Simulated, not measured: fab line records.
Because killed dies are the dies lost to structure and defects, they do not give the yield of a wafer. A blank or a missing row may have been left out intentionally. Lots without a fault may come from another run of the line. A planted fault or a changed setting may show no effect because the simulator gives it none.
Which tool did it? -- flow n5_finfet -- 24 lots, 72 wafers sampled, at 5 steps of a route of 1938

== WHAT THE GAUGES SHOWED, per wafer ==
N5_MOL_CONTACT_COAG_CD_MEAS_137 targets a cd of 16 nm. Usual: cd_nm at 15.8 nm, with a standard deviation of 0.32.
lot,measured,on,cd_nm (nm),flag
L074,day 5 05:09,cd_sem-01,16.4 15.5 16.0,
L075,day 5 05:44,cd_sem-02,15.7 16.1 15.9,
L076,day 5 21:44,cd_sem-03,16.1 15.7 16.0,
L077,day 6 02:40,cd_sem-03,15.8 16.0 15.5,
L078,day 6 13:18,cd_sem-02,15.9 16.2 15.8,
L079,day 6 17:25,cd_sem-02,16.0 16.4 15.6,
L080,day 6 17:46,cd_sem-01,15.8 16.0 15.5,
L081,day 6 23:20,cd_sem-01,15.5 15.4 16.1,
L082,day 7 03:01,cd_sem-02,15.9 15.6 16.1,
L083,day 7 11:37,cd_sem-03,15.9 15.7 15.5,
L084,day 7 18:09,cd_sem-03,16.2 16.1 16.1,
L085,day 8 05:26,cd_sem-03,15.7 16.2 15.7,
L086,day 8 08:12,cd_sem-01,15.7 16.2 16.0,
L087,day 8 12:41,cd_sem-03,16.3 15.8 15.8,
L088,day 8 22:13,cd_sem-03,15.5 15.1 16.2,
L089,day 9 01:04,cd_sem-02,16.1 15.6 15.7,
L090,day 9 08:30,cd_sem-03,15.5 15.1 15.8,
L091,day 9 14:41,cd_sem-02,16.1 15.8 16.0,
L092,day 9 21:14,cd_sem-01,15.5 15.5 15.5,
L093,day 10 01:43,cd_sem-03,15.7 16.6 15.5,
L094,day 10 08:11,cd_sem-03,15.9 16.2 15.7,
L095,day 10 11:04,cd_sem-03,15.7 16.2 16.3,
L096,day 10 14:50,cd_sem-02,15.6 16.1 15.5,
L097,day 10 18:34,cd_sem-02,16.3 15.9 15.5,

N5_MOL_CONTACT_COAG_CD_MEAS_101 targets a cd of 16 nm. Usual: cd_nm at 16.2 nm, with a standard deviation of 0.33.
lot,measured,on,cd_nm (nm),flag
L074,day 5 06:43,cd_sem-02,16.0 16.1 16.4,
L075,day 5 07:20,cd_sem-02,15.9 15.8 15.8,
L076,day 5 23:07,cd_sem-02,16.1 16.6 16.5,
L077,day 6 03:56,cd_sem-03,16.5 16.7 16.2,
L078,day 6 15:17,cd_sem-02,17.0 16.3 16.4,
L079,day 6 18:55,cd_sem-02,15.8 16.1 16.2,
L080,day 6 19:14,cd_sem-03,16.3 16.0 16.1,
L081,day 7 00:58,cd_sem-03,15.9 16.5 16.2,
L082,day 7 04:52,cd_sem-01,16.1 16.0 16.3,
L083,day 7 13:32,cd_sem-03,16.2 16.4 16.3,
L084,day 7 20:17,cd_sem-02,15.8 16.2 16.1,
L085,day 8 07:06,cd_sem-03,15.7 15.9 15.6,
L086,day 8 09:59,cd_sem-01,15.3 15.9 16.1,
L087,day 8 14:18,cd_sem-01,16.1 16.4 15.8,
L088,day 8 23:35,cd_sem-02,15.6 16.4 15.5,
L089,day 9 02:28,cd_sem-02,16.0 16.8 15.9,
L090,day 9 10:03,cd_sem-01,16.1 16.3 16.2,
L091,day 9 15:57,cd_sem-03,15.4 16.1 16.2,
L092,day 9 22:32,cd_sem-03,15.7 16.2 16.2,
L093,day 10 02:59,cd_sem-03,16.1 16.4 15.6,
L094,day 10 09:54,cd_sem-01,15.9 16.3 16.4,
L095,day 10 12:31,cd_sem-03,16.8 15.9 16.8,
L096,day 10 16:14,cd_sem-01,16.1 15.8 16.3,
L097,day 10 20:08,cd_sem-01,16.0 16.2 16.3,

N5_BEOL_M0_SAQP_CD_MEAS_14 targets a cd of 42.5 nm. Usual: cd_nm at 42.3 nm, with a standard deviation of 0.34.
lot,measured,on,cd_nm (nm),flag
L074,day 5 11:47,cd_sem-01,42.4 42.4 42.7,
L075,day 5 14:45,cd_sem-03,42.1 41.9 41.4,
L076,day 6 06:58,cd_sem-01,42.4 42.0 41.6,
L077,day 6 08:58,cd_sem-03,41.9 42.0 42.3,
L078,day 6 20:28,cd_sem-01,42.6 42.1 42.2,
L079,day 7 01:22,cd_sem-02,42.7 42.4 42.1,
L080,day 7 03:55,cd_sem-02,42.5 42.5 42.9,
L081,day 7 06:53,cd_sem-02,41.9 42.4 42.2,
L082,day 7 10:55,cd_sem-03,42.5 42.6 42.9,
L083,day 7 19:06,cd_sem-01,42.3 42.8 42.1,
L084,day 8 01:40,cd_sem-03,42.6 42.5 42.2,
L085,day 8 12:10,cd_sem-01,42.1 42.4 42.7,
L086,day 8 15:49,cd_sem-01,42.0 42.1 41.4,
L087,day 8 20:38,cd_sem-03,42.6 42.5 42.5,
L088,day 9 05:08,cd_sem-03,42.0 41.8 42.0,
L089,day 9 09:51,cd_sem-01,42.3 42.3 42.4,
L090,day 9 16:50,cd_sem-02,42.9 42.4 42.0,
L091,day 9 21:56,cd_sem-03,42.3 42.1 41.8,
L092,day 10 04:07,cd_sem-01,42.5 42.5 42.1,
L093,day 10 08:36,cd_sem-02,42.4 42.1 42.2,
L094,day 10 15:10,cd_sem-03,43.1 42.6 43.0,
L095,day 10 18:16,cd_sem-03,42.7 42.5 42.2,
L096,day 10 21:39,cd_sem-01,42.0 42.1 42.0,
L097,day 11 03:04,cd_sem-02,42.1 42.3 42.0,

== TOOL THAT RAN EACH LOT (tool first, then ch and the chambers of the sampled wafers, then the start) ==
lot,N5_MOL_CONTACT_COAG_ALD_27,N5_MOL_CONTACT_COAG_DESCUM_45
L074,"ald_sin-02 ch 0,3, day 4 23:16","rie_diel-02 ch 1,2, day 5 05:43"
L075,"ald_sin-02 ch 1,3, day 5 01:17","rie_diel-06 ch 0,1, day 5 06:18"
L076,"ald_sin-04 ch 0,3, day 5 18:04","rie_diel-02 ch 1,3, day 5 22:18"
L077,"ald_sin-02 ch 0,2,3, day 5 22:38","rie_diel-06 ch 0,3, day 6 03:07"
L078,"ald_sin-02 ch 2,3, day 6 09:30","rie_diel-05 ch 0,1,2, day 6 13:44"
L079,"ald_sin-03 ch 1,2, day 6 13:04","rie_diel-02 ch 0,1,3, day 6 18:06"
L080,"ald_sin-02 ch 0,2,3, day 6 13:13","rie_diel-02 ch 0,1,3, day 6 18:13"
L081,"ald_sin-02 ch 0,1, day 6 19:32","rie_diel-06 ch 1,2,3, day 6 23:50"
L082,"ald_sin-04 ch 0,1,3, day 6 22:11","rie_diel-06 ch 0,1,3, day 7 04:03"
L083,"ald_sin-02 ch 0,2,3, day 7 06:53","rie_diel-02 ch 1,3, day 7 12:03"
L084,"ald_sin-02 ch 1,3, day 7 13:20","rie_diel-06 ch 0,2,3, day 7 19:20"
L085,"ald_sin-02 ch 0,1,3, day 8 00:43","rie_diel-06 ch 0,2, day 8 05:52"
L086,"ald_sin-03 ch 0,1,2, day 8 03:43","rie_diel-06 ch 1,3, day 8 08:46"
L087,"ald_sin-03 ch 1,2,3, day 8 08:50","rie_diel-05 ch 0,2, day 8 13:15"
L088,"ald_sin-03 ch 0,1,3, day 8 15:15","rie_diel-02 ch 0,2, day 8 22:39"
L089,"ald_sin-04 ch 1,2, day 8 20:00","rie_diel-02 ch 0,3, day 9 01:30"
L090,"ald_sin-02 ch 0,1, day 9 04:24","rie_diel-05 ch 1,2, day 9 09:13"
L091,"ald_sin-04 ch 0,1,2, day 9 10:26","rie_diel-05 ch 0,1,3, day 9 15:08"
L092,"ald_sin-04 ch 0,1,3, day 9 17:23","rie_diel-02 ch 0,1,2, day 9 21:42"
L093,"ald_sin-04 ch 1,2, day 9 21:55","rie_diel-02 ch 1,2,3, day 10 02:09"
L094,"ald_sin-02 ch 0,1,2, day 10 04:05","rie_diel-06 ch 0,1,2, day 10 08:58"
L095,"ald_sin-02 ch 0,1,3, day 10 06:25","rie_diel-02 ch 1,3, day 10 11:41"
L096,"ald_sin-03 ch 0,2,3, day 10 11:00","rie_diel-05 ch 0,2,3, day 10 15:25"
L097,"ald_sin-04 ch 0,1,3, day 10 14:53","rie_diel-02 ch 0,3, day 10 19:07"
- N5_MOL_CONTACT_COAG_ALD_27: deposits SiOC, target thk 17 nm, pulse time 1.5 s, time 2720 s.
- N5_MOL_CONTACT_COAG_DESCUM_45: chemistry O2, time 7 s.

== AS READ BY THE TOOLS THEMSELVES (means over the sampled wafers that have a number; for cases with no such wafer, the mark the record gives instead) ==
N5_MOL_CONTACT_COAG_ALD_27. Usual: chamber_pressure_Torr 2.000 Torr, standard deviation 0.0046; heater_power_w 813 W, standard deviation 74; precursor_pulse_height_rel 1.000, standard deviation 0.019.
lot,tool,chamber_pressure_Torr (Torr),heater_power_w (W),precursor_pulse_height_rel,flag
L074,ald_sin-02,2.001,788,0.991,
L075,ald_sin-02,1.998,790,0.989,
L076,ald_sin-04,2.000,773,1.017,
L077,ald_sin-02,1.998,818,1.012,
L078,ald_sin-02,2.004,861,1.005,
L079,ald_sin-03,2.002,711,1.015,
L080,ald_sin-02,2.001,827,1.009,
L081,ald_sin-02,2.001,783,1.000,
L082,ald_sin-04,2.003,797,0.982,
L083,ald_sin-02,2.001,830,0.994,
L084,ald_sin-02,2.004,787,0.993,
L085,ald_sin-02,1.999,791,0.973,
L086,ald_sin-03,1.999,746,0.998,
L087,ald_sin-03,2.000,773,1.020,
L088,ald_sin-03,2.001,815,1.001,
L089,ald_sin-04,2.007,891,1.019,
L090,ald_sin-02,1.998,780,1.021,
L091,ald_sin-04,1.999,872,0.994,
L092,ald_sin-04,2.003,788,1.012,
L093,ald_sin-04,1.997,960,0.985,
L094,ald_sin-02,2.000,811,1.006,
L095,ald_sin-02,1.999,777,1.011,
L096,ald_sin-03,2.007,815,0.994,
L097,ald_sin-04,1.996,812,0.992,

N5_MOL_CONTACT_COAG_DESCUM_45. Usual: drypump_motor_current_A 5.8 A, standard deviation 0.49; oes_product_au 0.77 a.u., standard deviation 0.059; rf_vpp_V 243.6 V, standard deviation 1.1; showerhead_plenum_p_Torr 2.12 Torr, standard deviation 0.05; throttle_valve_pct 20.54 %, standard deviation 0.27.
lot,tool,drypump_motor_current_A (A),oes_product_au (a.u.),rf_vpp_V (V),showerhead_plenum_p_Torr (Torr),throttle_valve_pct (%),flag
L074,rie_diel-02,5.5,0.73,242.4,2.09,20.67,
L075,rie_diel-06,6.2,0.72,243.6,2.12,20.76,
L076,rie_diel-02,6.0,0.75,243.6,2.09,20.54,
L077,rie_diel-06,5.9,0.81,243.1,2.12,20.67,
L078,rie_diel-05,5.5,0.80,243.0,2.14,20.47,
L079,rie_diel-02,6.2,0.79,243.9,2.12,20.40,
L080,rie_diel-02,6.2,0.78,244.7,2.12,20.41,
L081,rie_diel-06,5.6,0.77,244.8,2.14,20.48,
L082,rie_diel-06,5.9,0.75,243.0,2.13,20.70,
L083,rie_diel-02,6.1,0.72,243.0,2.08,20.36,
L084,rie_diel-06,5.9,0.77,243.3,2.10,20.58,
L085,rie_diel-06,6.1,0.73,242.9,2.08,20.67,
L086,rie_diel-06,5.7,0.78,243.5,2.14,20.62,
L087,rie_diel-05,5.3,0.78,244.6,2.13,20.52,
L088,rie_diel-02,5.6,0.76,243.6,2.13,20.76,
L089,rie_diel-02,6.1,0.79,243.7,2.13,20.61,
L090,rie_diel-05,5.3,0.75,243.9,2.15,20.33,
L091,rie_diel-05,5.7,0.80,243.8,2.15,20.59,
L092,rie_diel-02,5.9,0.75,243.8,2.11,20.52,
L093,rie_diel-02,5.8,0.72,242.9,2.08,20.66,
L094,rie_diel-06,5.9,0.71,244.6,2.11,20.61,
L095,rie_diel-02,6.1,0.71,243.3,2.07,20.41,
L096,rie_diel-05,5.3,0.76,243.9,2.16,20.44,
L097,rie_diel-02,6.3,0.81,244.5,2.16,20.50,

== THE ANSWER, worked out from the rows above alone ==
Rule: lot off if the mean of its wafers having a number is beyond 3 standard deviations from the usual mean. A lot without any number at a reading at which 4 lots or more have one is off too. The other lots that the step has rows for count as sound. The gauges are gone through in route order, then the tools' own readings, and for those a lot's mean is taken as printed above. The first step at which some lot is off is used, and at that step the reading that is off furthest; a lot without a number counts as furthest.
Nothing can be told from this: no lot is off at any reading shown.

== WHAT HAD BEEN PUT IN BY THE SIMULATOR ==
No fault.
